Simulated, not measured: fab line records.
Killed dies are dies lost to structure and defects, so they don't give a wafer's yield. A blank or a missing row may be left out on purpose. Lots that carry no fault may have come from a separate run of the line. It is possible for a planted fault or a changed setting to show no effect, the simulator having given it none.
Chamber matching | flow n5_finfet | N5_BEOL_M4_DEP_57 on pecvd-01 has 3 sister chambers
The step deposits SiCN from 3MS/NH3, target thk 8 nm, time 14 s. 6 wafers are shown with their chamber, then 11 later ones without.

== EACH WAFER AND ITS CHAMBER ==
wafer  | chamber | throttle_valve_pct (%) | showerhead_vpp_V (V)
L083.1 | 1       | 8.7                    | 843
L083.3 | 0       | 10.0                   | 849
L089.1 | 0       | 10.1                   | 838
L089.5 | 1       | 8.7                    | 859
L089.6 | 2       | 8.7                    | 933
L088.1 | 2       | 8.9                    | 954

== WAFERS WITHOUT THEIR CHAMBER ==
wafer  | throttle_valve_pct (%) | showerhead_vpp_V (V)
L088.4 | 8.7                    | 866
L088.6 | 10.0                   | 834
L090.1 | 9.0                    | 940
L090.3 | 9.9                    | 843
L090.4 | 8.9                    | 948
L094.1 | 9.7                    | 845
L094.5 | 8.8                    | 850
L094.6 | 8.9                    | 944
L095.3 | 8.8                    | 965
L095.4 | 10.3                   | 839
L095.6 | 9.7                    | 858

== WHICH CHAMBER EACH WENT THROUGH ==
wafer  | from the rows above | in truth
L088.4 | 1                   | 1
L088.6 | 0                   | 0
L090.1 | 2                   | 2
L090.3 | 0                   | 0
L090.4 | 2                   | 2
L094.1 | 0                   | 0
L094.5 | 1                   | 1
L094.6 | 2                   | 2
L095.3 | 2                   | 2
L095.4 | 0                   | 0
L095.6 | 0                   | 0
Correctly placed: 11 of 11. Can't be placed from these rows: 0. Placed wrongly: 0.
How it was worked out, from the rows above alone: a wafer's distance from a chamber is the root of the sum, over the readings, of the square of ((its reading less the chamber's mean) divided by the reading's scatter). The wafer belongs to the nearest chamber; if the next one is less than 2 further off, it can't be placed. The mean given for a chamber averages the wafers shown for that chamber. The scatter: take each reading less its chamber's mean, square it, sum over the shown wafers, divide by the number of wafers less the number of chambers, and take the root.
